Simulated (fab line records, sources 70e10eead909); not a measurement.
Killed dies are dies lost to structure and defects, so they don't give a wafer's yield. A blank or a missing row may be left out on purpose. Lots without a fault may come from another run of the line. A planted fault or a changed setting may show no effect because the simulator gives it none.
Which tool did it? | flow nand_harc | 13 lots, 37 wafers sampled, at 5 steps of a route of 1159

WHAT THE GAUGES READ, wafer by wafer
NHARC_END_SORT_01.
lot  | measured     | on        | killed_at_array | killed_at_other | killed_at_periphery | killed_dies | killed_open | killed_short
L299 | day 23 15:56 | prober-01 | 387 394         | 0 1             | 1 3                 | 388 398     | 2 3         | 0 4

WHICH TOOL RAN EACH LOT (tool, then ch and the chambers of the sampled wafers, then the start)
lot  | NHARC_A_CONTACT_ETCH_48            | NHARC_A_CONTACT_ETCH_49            | NHARC_A_CONTACT_ETCH_119             | NHARC_A_CONTACT_ETCH_122
L283 | rie_diel-13 ch 0,3, day 16 04:58   | rie_diel-13 ch 0,1,2, day 16 05:07 | har_cap_etch-03 ch 0,1, day 16 06:59 | har_cap_etch-03 ch 0,1, day 16 07:16
L282 | rie_diel-12 ch 0,2,3, day 16 11:01 | rie_diel-12 ch 0,1, day 16 11:07   | har_cap_etch-01 ch 1, day 16 13:23   | har_cap_etch-01 ch 1, day 16 13:45
L285 | rie_diel-10 ch 1,2,3, day 16 21:29 | rie_diel-10 ch 0,1, day 16 21:39   | har_cap_etch-01 ch 0,1, day 16 23:37 | har_cap_etch-01 ch 0,1, day 16 23:53
L284 | rie_diel-10 ch 1,2,3, day 16 23:28 | rie_diel-10 ch 1,3, day 16 23:34   | har_cap_etch-03 ch 0,1, day 17 01:30 | har_cap_etch-03 ch 0,1, day 17 01:46
L288 | rie_diel-13 ch 0,1,2, day 17 12:44 | rie_diel-13 ch 0,1, day 17 12:54   | har_cap_etch-02 ch 0,1, day 17 14:50 | har_cap_etch-02 ch 0,1, day 17 15:07
L287 | rie_diel-10 ch 0,1, day 17 12:55   | rie_diel-10 ch 0,1,2, day 17 13:07 | har_cap_etch-03 ch 0,1, day 17 15:19 | har_cap_etch-03 ch 0,1, day 17 15:41
L291 | rie_diel-12 ch 0,1,2, day 17 23:57 | rie_diel-12 ch 0,1,2, day 18 00:04 | har_cap_etch-03 ch 0,1, day 18 01:58 | har_cap_etch-03 ch 0,1, day 18 02:14
L290 | rie_diel-12 ch 0,2,3, day 18 06:27 | rie_diel-12 ch 1,2,3, day 18 06:34 | har_cap_etch-03 ch 0,1, day 18 08:26 | har_cap_etch-03 ch 0,1, day 18 08:43
L289 | rie_diel-10 ch 0,1, day 18 14:40   | rie_diel-10 ch 1,3, day 18 14:45   | har_cap_etch-03 ch 0,1, day 18 16:40 | har_cap_etch-03 ch 0,1, day 18 16:56
L293 | rie_diel-12 ch 0,1, day 18 16:39   | rie_diel-12 ch 0,1, day 18 16:44   | har_cap_etch-01 ch 0,1, day 18 18:40 | har_cap_etch-01 ch 0,1, day 18 18:56
L299 | rie_diel-12 ch 0,3, day 20 14:48   | rie_diel-12 ch 1, day 20 14:55     | har_cap_etch-02 ch 0,1, day 20 16:47 | har_cap_etch-02 ch 0,1, day 20 17:03
L301 | rie_diel-12 ch 0,1, day 20 20:42   | rie_diel-12 ch 0,1, day 20 20:49   | har_cap_etch-02 ch 0,1, day 20 22:44 | har_cap_etch-02 ch 0,1, day 20 23:01
L304 | rie_diel-13 ch 0,3, day 21 19:50   | rie_diel-13 ch 0,2, day 21 20:07   | har_cap_etch-03 ch 0,1, day 21 22:31 | har_cap_etch-03 ch 0,1, day 21 22:47
- NHARC_A_CONTACT_ETCH_48: etches the open film in CF4, target depth 39 nm, time 65 s.
- NHARC_A_CONTACT_ETCH_49: etches the open film in N2/H2, target depth 260 nm, time 475.3 s.
- NHARC_A_CONTACT_ETCH_119: etches the open film in C4F8/O2/Ar, time 94 s, target depth 922 nm.
- NHARC_A_CONTACT_ETCH_122: etches the open film in C4F8/O2/Ar, time 95 s, target depth 930 nm.

WHAT THE TOOLS THEMSELVES READ (means of the sampled wafers that have a number; where no wafer has one, the mark that the record gives instead)
NHARC_A_CONTACT_ETCH_48.
lot  | tool        | drypump_motor_current_A (A) | oes_product_au (a.u.) | rf_vpp_V (V) | run_length_s (s) | showerhead_plenum_p_Torr (Torr) | throttle_valve_pct (%)
L283 | rie_diel-13 | 5.0                         | 1.019                 | 149.5        | 86.8             | 1.74                            | 13.292
L282 | rie_diel-12 | 5.7                         | 0.994                 | 151.2        | 86.3             | 1.78                            | 13.288
L285 | rie_diel-10 | 6.0                         | 1.014                 | 151.1        | 86.4             | 1.80                            | 13.279
L284 | rie_diel-10 | 6.0                         | 1.010                 | 151.8        | 86.4             | 1.81                            | 13.284
L288 | rie_diel-13 | 5.4                         | 1.005                 | 151.7        | 86.8             | 1.81                            | 13.274
L287 | rie_diel-10 | 6.3                         | 1.001                 | 151.9        | 85.9             | 1.87                            | 13.283
L291 | rie_diel-12 | 5.5                         | 1.000                 | 150.3        | 86.6             | 1.74                            | 13.272
L290 | rie_diel-12 | 5.6                         | 1.005                 | 150.6        | 86.5             | 1.78                            | 13.286
L289 | rie_diel-10 | 6.3                         | 1.007                 | 152.3        | 86.3             | 1.88                            | 13.269
L293 | rie_diel-12 | 5.4                         | 0.993                 | 150.5        | 86.6             | 1.73                            | 13.282
L299 | rie_diel-12 | 5.7                         | 0.978                 | 152.2        | 86.4             | 1.81                            | 13.296
L301 | rie_diel-12 | 5.4                         | 0.981                 | 151.0        | 86.6             | 1.75                            | 13.279
L304 | rie_diel-13 | 5.2                         | 1.005                 | 151.4        | 86.9             | 1.81                            | 13.285

NHARC_A_CONTACT_ETCH_49.
lot  | tool        | drypump_motor_current_A (A) | oes_product_au (a.u.) | rf_vpp_V (V) | run_length_s (s) | showerhead_plenum_p_Torr (Torr) | throttle_valve_pct (%)
L283 | rie_diel-13 | 5.4                         | 1.007                 | 432.7        | 497.3            | 2.10                            | 14.165
L282 | rie_diel-12 | 5.4                         | 0.976                 | 429.7        | 496.9            | 1.99                            | 14.171
L285 | rie_diel-10 | 6.3                         | 0.997                 | 434.0        | 496.1            | 2.17                            | 14.168
L284 | rie_diel-10 | 6.2                         | 1.013                 | 433.6        | 496.5            | 2.17                            | 14.167
L288 | rie_diel-13 | 5.3                         | 1.007                 | 433.1        | 496.9            | 2.12                            | 14.176
L287 | rie_diel-10 | 6.0                         | 0.996                 | 431.6        | 496.4            | 2.11                            | 14.172
L291 | rie_diel-12 | 5.5                         | 1.004                 | 429.5        | 497.0            | 2.01                            | 14.177
L290 | rie_diel-12 | 5.7                         | 0.994                 | 429.6        | 496.6            | 2.00                            | 14.170
L289 | rie_diel-10 | 6.1                         | 1.018                 | 432.7        | 496.5            | 2.12                            | 14.170
L293 | rie_diel-12 | 5.4                         | 0.994                 | 430.7        | 496.8            | 2.04                            | 14.166
L299 | rie_diel-12 | 5.5                         | 0.979                 | 427.2        | 373.4            | 1.93                            | 14.179
L301 | rie_diel-12 | 5.4                         | 0.986                 | 430.9        | 435.4            | 2.02                            | 14.171
L304 | rie_diel-13 | 5.3                         | 0.998                 | 432.8        | 497.0            | 2.14                            | 14.184

THE ANSWER, worked out from the rows above alone
Rule: what is usual is taken from the lots themselves. Put in order of their means at a reading, lots are off if they are a third of the lots or fewer, leave a main group of 4 or more, and stand apart from it by a gap of 3 or more times the standard deviation of the main group's means; of several such gaps the widest counts. A main group whose means are all the same, to the digits that the tables above print for the reading, isn't used. A lot without any number at a reading at which 4 lots or more have one is off too. The other lots that the step has rows for count as sound. The gauges are gone through in route order, then the tools' own readings, and for those a lot's mean is taken as printed above. The first step at which some lot is off is used, and at that step the reading that is off furthest; a lot without a number counts as furthest.
Off: L299, L301, at NHARC_A_CONTACT_ETCH_49 (run_length_s). The main group: mean 496.7 s, standard deviation 0.32.
A tool fits if, at that step or a process step before it, it ran every lot that is off, and no sound lot after the first of them. One fits: rie_diel-12 at NHARC_A_CONTACT_ETCH_48 and NHARC_A_CONTACT_ETCH_49. At NHARC_A_CONTACT_ETCH_48 its last sound lot is L293 (day 18 16:39), its first lot that is off L299 (day 20 14:48): a fault that began between those two fits.

WHAT THE SIMULATOR HAD PUT IN
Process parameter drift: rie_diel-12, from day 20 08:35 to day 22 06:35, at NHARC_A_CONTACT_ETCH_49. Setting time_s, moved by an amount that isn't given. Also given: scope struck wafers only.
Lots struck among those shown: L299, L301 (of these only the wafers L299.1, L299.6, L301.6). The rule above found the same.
